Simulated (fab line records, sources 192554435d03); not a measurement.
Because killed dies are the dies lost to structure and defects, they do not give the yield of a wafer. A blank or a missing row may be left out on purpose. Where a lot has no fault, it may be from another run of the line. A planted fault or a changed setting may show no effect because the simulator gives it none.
fab line records | flow n5-finfet
record lots=11 wafers=33 last-day=17
route steps=1938 shown MIM_TOP@1834 MIM_TOP_ETCH@1852 MIM_BOT_ETCH@1869 TV_LITHO@1883
lots with no fault: from the same line, run without faults
start-h: hours from the record's first day to the start of the lot's first wafer shown | wait-h: hours elapsed since this lot's preceding step | " as in the row above | L1.1+2: one row covering several wafers at once | - no value, or no start was given | * or withheld: withheld | < > ~ a bound
route shown NAME@n: NAME is a module with steps in the file, n the number in the route of the first one | usual: mean and standard deviation over wafers with no fault | same: alike in all rows | chamber/n: place in a boat | sites: the reading at each site | _std_site: standard deviation across them | _edge_site: mean of outer sites minus mean of inner sites | radius-mm: how far each site lies from the wafer's centre | mask NAME#n: copy n | behind: the tool/chamber that last shaped the wafer | hold: cause of the lot's hold/its duration in hours/its outcome | device: transistor that didn't switch, given as n, p or np | end of line: tests run on the same wafers once the route is complete | where a step has no rows: the recipe by itself | killed: at the first sort, the dies lost to defects and structure; wafer yield is something else | map: a wafer's dies, x killed, . not, _ none there
set.NAME: setting as actually run; set.NAME@STEP: the setting as run at that earlier step | model.NAME: the simulator's own value behind a step, which no gauge read
one table for each step of the route and one row for each wafer, over a sample of lots
services: from which hour (start-h, from the record's first day; less than 0 if before it) a tool's chamber was out of use, for how many hours, and why
## steps
# step N5_MIM_TOP_ALD_00
# recipe material=Al2O3 target-thk-a=* temp-c=withheld ald-precursor-family=TMA ald-co-reactant=O3 pulse-time-s=withheld purge-time-s=3 co-reactant-purge-time-s=withheld co-reactant-pulse-time-s=3 ald-cycles=withheld
# usual precursor-pulse-height-rel=1.001/0.02
# columns lot.wafer tool chamber start-h wait-h precursor-pulse-height-rel
L961.3 ald-hk-01 0 242.54 0.1 1.001
L961.4 " 3 " " 0.961
L961.5 " 3 " " 1.031
L965.3 ald-hk-01 2 263.35 0.1 0.987
L965.4 " 1 " " 0.994
L965.5 " 3 " " 0.979
L964.2 ald-hk-02 0 263.66 0.1 1.000
L964.4 " 3 " " 1.011
L964.5 " 0 " " 1.024
L963.2 ald-hk-03 2 267.62 0.1 0.954
L963.4 " 1 " " 1.003
L963.6 " 2 " " 1.018
L971.2 ald-hk-01 2 317.85 0.1 1.016
L971.3 " 0 " " 0.982
L971.6 " 2 " " 0.987
L973.4 ald-hk-02 1 338.86 0.1 1.015
L973.5 " 3 " " 1.007
L973.6 " 2 " " 0.989
L978.1 ald-hk-03 0 356.22 0.1 0.999
L978.3 " 3 " " 1.032
L978.6 " 1 " " 1.026
L981.1 ald-hk-01 3 364.24 0.1 0.988
L981.5 " 3 " " 0.997
L981.6 " 2 " " 1.016
L982.2 ald-hk-01 3 377.49 0.1 0.971
L982.4 " 0 " " 0.992
L982.6 " 2 " " 1.024
L983.1 ald-hk-02 2 377.87 0.1 1.016
L983.2 " 3 " " 0.989
L983.6 " 0 " " 0.982
L984.2 ald-hk-03 1 397.16 0.1 0.999
L984.3 " 3 " " 1.004
L984.5 " 0 " " 1.013
# step N5_MIM_TOP_ETCH_STRIP_01
# recipe chemistry=O2 power-w=600 temp-c=60 pressure-mtorr=30 rf-frequency-hz=6e+07 bias-power-w=0 overash-fraction=0.5 o2-flow-sccm=225
# usual chamber-pressure-mTorr=30.01/0.082 drypump-motor-current-A=5.9/0.42 oes-product-au=0.80/0.073 rf-vpp-V=3.7/1.4 showerhead-plenum-p-Torr=2.11/0.081 throttle-valve-pct=16.64/0.22
# same overash-fraction=0.5
# columns lot.wafer tool chamber start-h wait-h chamber-pressure-mTorr drypump-motor-current-A oes-product-au rf-hours-counter-h rf-vpp-V showerhead-plenum-p-Torr throttle-valve-pct
L961.3 rie-diel-02 2 244.17 0.1 30.04 6.2 0.73 208 3.1 1.99 17.02
L961.4 " 3 " " 29.92 5.6 0.90 32 3.0 2.23 16.59
L961.5 " 0 " " 30.03 6.0 0.81 - 3.3 2.21 16.35
L965.3 rie-diel-06 2 268.42 0.2 30.08 5.2 0.84 66 4.4 2.13 16.63
L965.4 " 0 " " 30.07 6.0 0.98 5 4.7 2.06 16.47
L965.5 " 2 " " 30.12 5.2 0.84 - 3.2 2.13 16.65
L964.2 rie-diel-03 1 268.43 0.2 29.87 5.9 0.73 193 7.5 2.17 16.91
L964.4 " 0 " " 29.90 6.7 0.84 50 2.4 2.04 16.59
L964.5 " 2 " " 30.00 5.3 0.73 - 0.6 2.01 16.81
L963.2 rie-diel-03 2 269.28 0.2 30.09 5.3 0.75 173 6.3 2.01 16.80
L963.4 " 1 " " 29.84 6.0 0.70 193 2.8 2.17 17.00
L963.6 " 2 " " 29.81 5.3 0.73 - 3.8 2.01 16.86
L971.2 rie-diel-02 0 322.69 0.2 30.21 6.0 0.79 116 4.8 2.20 16.48
L971.3 " 1 " " 30.07 6.2 0.71 198 1.6 2.17 16.51
L971.6 " 3 " " 29.95 5.6 0.86 - 4.7 2.23 16.58
L973.4 rie-diel-03 1 340.59 0.1 30.01 5.9 0.70 211 3.1 2.17 16.98
L973.5 " 0 " " 30.00 6.7 0.82 - 4.2 2.04 16.64
L973.6 " 3 " " 29.98 5.4 0.88 - 2.7 2.04 16.65
L978.1 rie-diel-06 0 359.95 0.1 29.94 5.9 0.91 37 3.3 2.05 16.54
L978.3 " 1 " " 30.00 6.1 0.85 73 2.0 2.12 16.43
L978.6 " 2 " " 30.11 5.2 0.83 - 2.1 2.12 16.64
L981.1 rie-diel-03 3 365.51 0.1 30.03 5.4 0.86 47 7.2 2.04 16.65
L981.5 " 1 " " 30.11 5.9 0.70 - 4.0 2.16 16.99
L981.6 " 2 " " 29.88 5.3 0.73 - 4.2 2.00 16.88
L982.2 rie-diel-03 1 379.19 0.3 30.08 5.9 0.68 223 3.0 2.16 17.04
L982.4 " 2 " " 30.10 5.3 0.72 202 3.5 2.00 16.85
L982.6 " 3 " " 29.95 5.3 0.86 - 5.1 2.04 16.70
L983.1 rie-diel-03 1 379.65 0.1 29.93 6.0 0.68 223 2.6 2.16 17.01
L983.2 " 3 " " 30.05 5.3 0.84 51 3.8 2.04 16.67
L983.6 " 0 " " 29.95 6.6 0.79 - 5.2 2.03 16.65
L984.2 rie-diel-02 3 398.37 0.1 30.03 5.6 0.83 82 2.1 2.22 16.62
L984.3 " 0 " " 30.04 6.1 0.76 140 4.3 2.19 16.47
L984.5 " 3 " " 30.07 5.6 0.81 - 3.1 2.22 16.66
# step N5_MIM_BOT_ETCH_STRIP_01
# recipe chemistry=O2 power-w=600 temp-c=60 pressure-mtorr=30 rf-frequency-hz=6e+07 bias-power-w=0 overash-fraction=0.5 o2-flow-sccm=225
# usual chamber-pressure-mTorr=30.01/0.081 drypump-motor-current-A=6.0/0.49 oes-product-au=0.81/0.087 rf-vpp-V=3.7/1.3 showerhead-plenum-p-Torr=2.13/0.064 throttle-valve-pct=16.6/0.33
# same overash-fraction=0.5
# columns lot.wafer tool chamber start-h wait-h chamber-pressure-mTorr drypump-motor-current-A oes-product-au rf-hours-counter-h rf-vpp-V showerhead-plenum-p-Torr throttle-valve-pct
L961.3 rie-diel-05 2 245.48 0.2 29.83 6.6 0.75 177 5.9 2.09 16.8
L961.4 " 0 " " 30.00 5.6 0.80 111 3.1 2.02 16.5
L961.5 " 2 " " 30.13 6.6 0.74 - 2.6 2.09 16.7
L965.3 rie-diel-01 3 269.44 0.1 29.95 5.1 0.70 247 4.8 1.98 16.8
L965.4 " 0 " " 30.05 5.4 0.84 84 2.8 2.12 17.0
L965.5 " 3 " " 29.91 5.1 0.72 - 1.9 1.98 16.8
L964.2 rie-diel-01 1 269.81 0.2 30.03 6.7 0.82 90 5.7 2.13 17.0
L964.4 " 2 " " 30.03 6.6 0.69 226 4.9 2.08 16.8
L964.5 " 1 " " 30.04 6.6 0.82 - 4.4 2.13 17.0
L963.2 rie-diel-04 1 270.30 0.1 30.07 5.7 0.75 168 4.3 2.08 17.0
L963.4 " 0 " " 29.98 6.6 0.97 6 2.6 2.24 16.1
L963.6 " 1 " " 30.08 5.7 0.75 - 4.7 2.08 17.0
L971.2 rie-diel-05 0 323.70 0.1 39.14 5.6 0.79 135 5.0 2.01 16.6
L971.3 " 2 " " 29.88 6.6 0.72 204 1.7 2.08 16.8
L971.6 " 2 " " 29.92 6.6 0.70 - 4.5 2.08 16.8
L973.4 rie-diel-05 2 341.95 0.2 30.01 6.5 0.73 211 3.6 2.08 16.8
L973.5 " 0 " " 39.02 5.6 0.76 - 5.2 2.01 16.6
L973.6 " 3 " " 29.91 5.6 0.74 - 4.2 2.18 16.9
L978.1 rie-diel-04 3 361.00 0.1 29.95 5.6 0.93 9 3.6 2.15 16.1
L978.3 " 0 " " 30.05 6.6 0.89 42 5.4 2.23 16.2
L978.6 " 3 " " 29.92 5.7 0.93 - 5.5 2.15 16.1
L981.1 rie-diel-04 0 366.41 0.1 29.96 6.6 0.87 44 4.3 2.23 16.2
L981.5 " 2 " " 29.89 5.7 0.81 - 3.6 2.13 16.3
L981.6 " 3 " " 30.11 5.6 0.95 - 4.9 2.14 16.1
L982.2 rie-diel-04 2 380.41 0.3 30.03 5.8 0.81 70 5.2 2.12 16.2
L982.4 " 1 " " 29.96 5.7 0.71 209 5.9 2.07 17.0
L982.6 " 3 " " 30.07 5.7 0.94 - 3.7 2.14 16.2
L983.1 rie-diel-04 3 380.83 0.1 30.02 5.7 0.91 16 4.3 2.14 16.1
L983.2 " 0 " " 30.02 6.6 0.89 49 5.9 2.22 16.2
L983.6 " 1 " " 30.05 5.7 0.71 - 3.6 2.07 17.1
L984.2 rie-diel-05 0 399.41 0.1 30.01 5.6 0.76 163 5.1 2.00 16.6
L984.3 " 2 " " 30.15 6.6 0.71 232 2.9 2.07 16.8
L984.5 " 1 " " 30.18 6.3 0.83 - 4.2 2.13 16.5
# step N5_PASSIVATION_CD_MEAS_10
# recipe target-cd-nm=3000 landing-energy-ev=500 detector=se-inlens
# usual cd-nm=3000.8/1.7
# same landing-energy-ev=500
# columns lot.wafer tool chamber start-h wait-h cd-nm
L961.3 cd-sem-02 0 246.68 - 2999.6
L961.4 " 0 " " 3000.7
L961.5 " 0 " " 2998.3
L965.3 cd-sem-01 0 270.67 - 2999.7
L965.4 " 0 " " 3000.9
L965.5 " 0 " " 3000.0
L964.2 cd-sem-02 0 270.77 - 3000.4
L964.4 " 0 " " 3001.6
L964.5 " 0 " " 2998.8
L963.2 cd-sem-03 0 271.24 - 3000.1
L963.4 " 0 " " 3001.9
L963.6 " 0 " " 3000.8
L971.2 cd-sem-02 0 325.64 - 2999.6
L971.3 " 0 " " 3000.0
L971.6 " 0 " " 2999.3
L973.4 cd-sem-03 0 344.75 - 3001.7
L973.5 " 0 " " 3001.7
L973.6 " 0 " " 3001.6
L978.1 cd-sem-02 0 361.89 - 2997.6
L978.3 " 0 " " 2999.5
L978.6 " 0 " " 2997.2
L981.1 cd-sem-03 0 368.29 - 3000.8
L981.5 " 0 " " 3002.7
L981.6 " 0 " " 3002.1
L982.2 cd-sem-03 0 381.82 - 3005.0
L982.4 " 0 " " 3004.1
L982.6 " 0 " " 3002.7
L983.1 cd-sem-03 0 383.67 - 3002.0
L983.2 " 0 " " 2999.2
L983.6 " 0 " " 3002.0
L984.2 cd-sem-03 0 401.28 - 2999.7
L984.3 " 0 " " 2999.9
L984.5 " 0 " " 3001.0
## services
# columns tool chamber start-h hours kind
rie-diel-01 3 221.31 4.5 repair
rie-diel-02 2 223.76 6.1 repair
rie-diel-04 0 226.04 - clean
rie-diel-04 0 226.04 - consumable-replace:focus-ring
rie-diel-04 0 226.04 - consumable-replace:showerhead
ald-hk-03 - 233.84 14.6 pm
rie-diel-02 2 237.18 4.4 repair
rie-diel-01 2 240.16 6.1 repair
rie-diel-06 2 241.17 1.2 repair
rie-diel-06 3 259.63 4.8 repair
rie-diel-04 1 265.61 2.8 repair
rie-diel-04 1 270.86 4.3 repair
ald-hk-02 - 281.40 8.7 pm
rie-diel-04 3 283.85 4.2 repair
rie-diel-01 1 284.52 2.1 repair
rie-diel-04 2 298.45 3.9 repair
rie-diel-06 - 298.79 0.8 repair
rie-diel-01 3 303.05 3.8 repair
ald-hk-02 - 313.63 2.8 pm
rie-diel-03 - 323.93 14.6 pm
rie-diel-06 2 325.16 13.6 repair
rie-diel-02 - 343.94 2.8 pm
rie-diel-02 0 369.71 4.9 repair
rie-diel-02 - 375.07 4.3 pm
## key
first-sign step=N5_MIM_BOT_ETCH_STRIP_01 reading=chamber-pressure-mTorr direction=up sigmas=99+ usual=* struck=*
effect none on later readings
met-at N5_MIM_BOT_ETCH_STRIP_01
struck-lots L971,L973
struck-wafers L971.2,L973.5
not-acting-at N5_MIM_TOP_ALD_00,N5_MIM_TOP_ETCH_STRIP_01,N5_PASSIVATION_CD_MEAS_10
onset-between 245.48 323.70
fault kind=process-parameter-drift tool=rie-diel-05 chamber=0 onset-h=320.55 steps=N5_MIM_BOT_ETCH_STRIP_01 channel=pressure-mtorr offset=* shape=step end-h=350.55 acts-in=* stated=*
